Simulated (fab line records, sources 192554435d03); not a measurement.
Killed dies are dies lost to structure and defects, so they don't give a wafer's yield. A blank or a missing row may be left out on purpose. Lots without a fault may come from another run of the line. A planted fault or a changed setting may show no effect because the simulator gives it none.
One fault seen from 2 desks | flow n5_finfet | each desk has only its own numbers; what lay behind them comes last

THE TOOL OWNER'S DESK: rie_diel-03
The tool's own readings at N5_BEOL_M9_ETCH_61 (etches SiARC in CF4, target depth 39 nm, time 65 s): means of the sampled wafers that have a number, for each lot that ran on this tool. A lot is out of limits, marked OUT, if its mean lies more than 4 standard deviations from the usual mean; the brackets give that distance.
Columns: A = drypump_motor_current_A at N5_BEOL_M9_ETCH_61, usual 6.0 A; B = etch_rf_on_time_s at N5_BEOL_M9_ETCH_61, usual 65.5 s; C = oes_product_au at N5_BEOL_M9_ETCH_61, usual 0.68 a.u.; D = rf_vpp_V at N5_BEOL_M9_ETCH_61, usual 184.0 V; E = showerhead_plenum_p_Torr at N5_BEOL_M9_ETCH_61, usual 2.13 Torr; F = throttle_valve_pct at N5_BEOL_M9_ETCH_61, usual 15.59 %
lot  | first seen here | A   | B               | C    | D     | E    | F
L961 | day 10 08:40    | 5.7 | 65.6            | 0.64 | 184.8 | 2.16 | 15.61
L963 | day 11 06:24    | 6.3 | 64.9            | 0.66 | 183.9 | 2.10 | 15.56
L962 | day 12 12:29    | 5.9 | 65.7            | 0.67 | 185.1 | 2.11 | 15.54
L977 | day 15 18:20    | 5.9 | 81.0 (+6.2) OUT | 0.64 | 182.8 | 2.10 | 15.44
L978 | day 15 18:38    | 6.1 | 80.8 (+6.1) OUT | 0.66 | 183.7 | 2.08 | 15.36
This desk's finding: out of limits on L977, L978; first on L977, day 15 18:20 (etch_rf_on_time_s at N5_BEOL_M9_ETCH_61). In limits: L961, L963, L962.

THE METROLOGY DESK
What the gauges read, lot by lot, whatever tool the lot ran on: means of the sampled wafers that have a number. A lot is out of limits, marked OUT, if its mean lies more than 4 standard deviations from the usual mean; the brackets give that distance.
Columns: A = M9_OVL at N5_BEOL_M9_OVL_MEAS_12, usual 0.4 nm; B = cd_nm at N5_BEOL_M9_CD_MEAS_18, usual 69.3 nm; C = cd_nm at N5_BEOL_M9_CD_MEAS_28, usual 69.93 nm
lot  | first seen here | A   | B    | C
L959 | day 10 04:03    | 0.0 | 69.3 | 69.60
L961 | day 10 08:35    | 1.3 | 69.1 | 69.93
L965 | day 11 05:03    | 0.4 | 69.0 | 70.16
L963 | day 11 06:18    | 0.5 | 69.3 | 69.88
L964 | day 11 07:22    | 0.3 | 68.7 | 70.04
L966 | day 12 08:16    | 0.9 | 68.9 | 69.83
L962 | day 12 12:23    | 0.0 | 69.9 | 69.75
L967 | day 12 15:14    | 0.8 | 69.3 | 69.96
L968 | day 12 20:03    | 1.6 | 69.4 | 69.95
L969 | day 13 10:54    | 0.5 | 69.7 | 69.95
L977 | day 15 18:15    | 0.1 | 69.6 | 69.80
L978 | day 15 18:33    | 0.7 | 69.2 | 69.98
This desk's finding: nothing out of limits on any of the 12 lots.

PUT TOGETHER
The tool owner's desk could have raised an alarm at day 15 18:20, on L977, L978.
The metrology desk saw nothing out of limits.
The metrology desk has L977, L978 on record, within its limits.
Of the lots named, all ran N5_BEOL_M9_ETCH_61 on rie_diel-03.

WHAT THE SIMULATOR HAD PUT IN
Process parameter drift: rie_diel-03, from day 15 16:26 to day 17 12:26, at N5_BEOL_M9_ETCH_61. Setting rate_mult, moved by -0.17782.
Lots struck among those shown: L977, L978.
Hours from the fault's start to each desk's first reading out of limits: the tool owner's desk, 2.
